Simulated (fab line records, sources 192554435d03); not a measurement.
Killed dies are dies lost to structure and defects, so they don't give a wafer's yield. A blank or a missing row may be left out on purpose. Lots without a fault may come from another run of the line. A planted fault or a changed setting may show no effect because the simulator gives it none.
A struck lot beside a sound one | flow n5_finfet | 36 steps out of a route of 1938
Sound: wafers L665.4, L665.5, L665.6. Struck: wafers L672.2, L672.3, L672.5. The cause comes at the end.
At each step with rows: each side's tool, then ch and its chambers, then its first start. Under that, the readings that differ: sound wafers | struck wafers | difference of the means | sigmas: that difference in standard deviations of wafers without a fault.
alike: readings whose means differ by less than 2 such deviations, and words and numbers that are the same on both sides. not compared: withheld readings, readings that some wafer has no value for, bounds like >300 that may hide the same value, and numbers for which the record gives no deviation and whose values overlap.
The two part at a step that has a row with sigmas, a row that says differs or no value, or rows on one side only. Numbers that don't overlap but have no deviation are shown without sigmas and don't part them. A reading that every wafer of one side lacks parts them only if that side has two wafers or more.

first, 9 steps without rows for these wafers: N5_BEOL_M4_ANNEAL_95 (time 240 s); N5_BEOL_M4_SPUTTER_96 (material Cu, target thk 4.5 nm, time 8.29 s); N5_BEOL_M4_ECD_50 (material Cu, target thk 300 nm); N5_BEOL_M4_ANNEAL_51 (time 90 s); N5_BEOL_M4_CMP_52 (polishes, stops on SiOC, t overpolish 6.8 s, target thk 40 nm); N5_BEOL_M4_PRE_CLEAN_60 (time 15 s); N5_BEOL_M4_CO_CAP_55 (material Co, precursor CCTBA/H2, target thk 2 nm, time 102.1 s); N5_BEOL_M4_PRE_CLEAN_56 (time 15 s); N5_BEOL_M4_DEP_57 (deposits SiCN from 3MS/NH3, target thk 8 nm, time 14 s).
N5_BEOL_M4_RC_MEAS_101:
  sound on prober-02 ch 0, day 10 20:22; struck on prober-01 ch 0, day 13 14:56
  reading       | sound                | struck               | difference | sigmas
  ION_P (uA/um) | 477 469 466          | 453 456 456          | -16        | -3
  VT_P (mV)     | -246.1 -247.3 -246.2 | -250.7 -252.9 -251.7 | -5.2       | -2
  alike: DIBL_N, DIBL_P, IOFF_N, IOFF_P, ION_N, SS_N, SS_P, VT_N
then, 24 steps without rows for these wafers: N5_BEOL_M5_ILD_DEP_00 (deposits SiCOH lowk from DEMS/porogen, target thk 140.64 nm, time 25.9 s); N5_BEOL_M5_CURE_79 (cures SiCOH lowk, time 240 s); N5_BEOL_M5_PECVD_70 (deposits SiO2 from TEOS/O2, target thk 16 nm, time 18 s); N5_BEOL_M5_HM_DEP_02 (deposits TiN, target thk 20 nm); N5_BEOL_M5_COAT_59 (time 60 s, resist thk 60 nm); N5_BEOL_M5_COAT_60 (time 60 s, resist thk 12 nm); N5_BEOL_M5_COAT_71 (time 60 s, resist thk 5 nm); N5_BEOL_M5_COAT_05 (resist thk 30 nm); N5_BEOL_M5_EBR_07; N5_BEOL_M5_SOFTBAKE_06 (time 60 s); N5_BEOL_M5_EXPOSE_08 (exposes mask M5, target cd 28 nm); N5_BEOL_M5_PEB_09 (peb time 60 s); N5_BEOL_M5_DEVELOP_10 (develop time 30 s); N5_BEOL_M5_DESCUM_16 (chemistry O2, time 7 s); N5_BEOL_M5_ETCH_72 (etches underlayer in N2/H2, target depth 6.5 nm, time 5.2 s); N5_BEOL_M5_ETCH_61 (etches SiARC in CF4, target depth 15.6 nm, time 26 s); N5_BEOL_M5_ETCH_62 (etches SOC in N2/H2, target depth 75 nm, overetch 15 nm, time 112.5 s); N5_BEOL_M5_STRIP_63 (strips in N2/H2); N5_BEOL_M5_STRIP_73 (strips in N2/H2); N5_BEOL_M5_STRIP_64 (strips in CF4); N5_BEOL_M5_HM_OPEN_17 (chemistry Cl2/BCl3, target TiN, target depth 20 nm, overetch 6 nm); N5_BEOL_M5_STRIP_19 (strips in O2); N5_BEOL_M5_COAT_65 (time 60 s, resist thk 60 nm); N5_BEOL_M5_COAT_66 (time 60 s, resist thk 12 nm).
N5_BEOL_M6_PECVD_70: deposits SiO2 from TEOS/O2, target thk 20 nm, time 22.7 s.
  sound on pecvd-01 ch 0,1,2, day 11 09:28; struck on pecvd-02 ch 1,2, day 14 04:02
  no value came back on the struck wafers for any of 5 readings (chamber_pressure_Torr (Torr), heater_power_outer_w (W) and others); on the sound wafers chamber_pressure_Torr (Torr) reads 5.493 5.492 5.501
-- the record jumps here: 4 days lie between the struck wafers' starts before and after (it left off in module BEOL_M6 and takes up again in module PASSIVATION, whose first step shown is number 1936 of the route) --
N5_PASSIVATION_PROBE_49:
  sound on prober-02, day 15 10:07; struck on prober-01, day 18 02:28
  reading                  | sound          | struck         | difference | sigmas
  defect_limited_yield (%) | 91.2 90.3 92.7 | 65.3 63.7 64.2 | -27.0      | -19
  killed_at_M4_up          | 8 22 17        | 327 340 327    | +316       | +58
  killed_dies              | 104 115 86     | 410 428 422    | +318       | +19
  killed_on_rim            | 10 13 6        | 17 107 109     | +68        | +17
  sort_bin_5_function (%)  | 5.3 6.4 4.2    | 31.9 31.9 32.5 | +26.8      | +30
  sort_n_pass              | 1076 1065 1094 | 770 752 758    | -318       | -19
  sort_yield_pct (%)       | 91.2 90.3 92.7 | 65.3 63.7 64.2 | -27.0      | -19
  alike: killed_at_M0_to_M3, killed_at_contacts, killed_at_front_end, killed_at_other, killed_open, killed_short, sort_bin_6_memory

WHERE THEY PART
First at N5_BEOL_M4_RC_MEAS_101; last, within this record, at N5_PASSIVATION_PROBE_49.

WHY: what the simulator had put in
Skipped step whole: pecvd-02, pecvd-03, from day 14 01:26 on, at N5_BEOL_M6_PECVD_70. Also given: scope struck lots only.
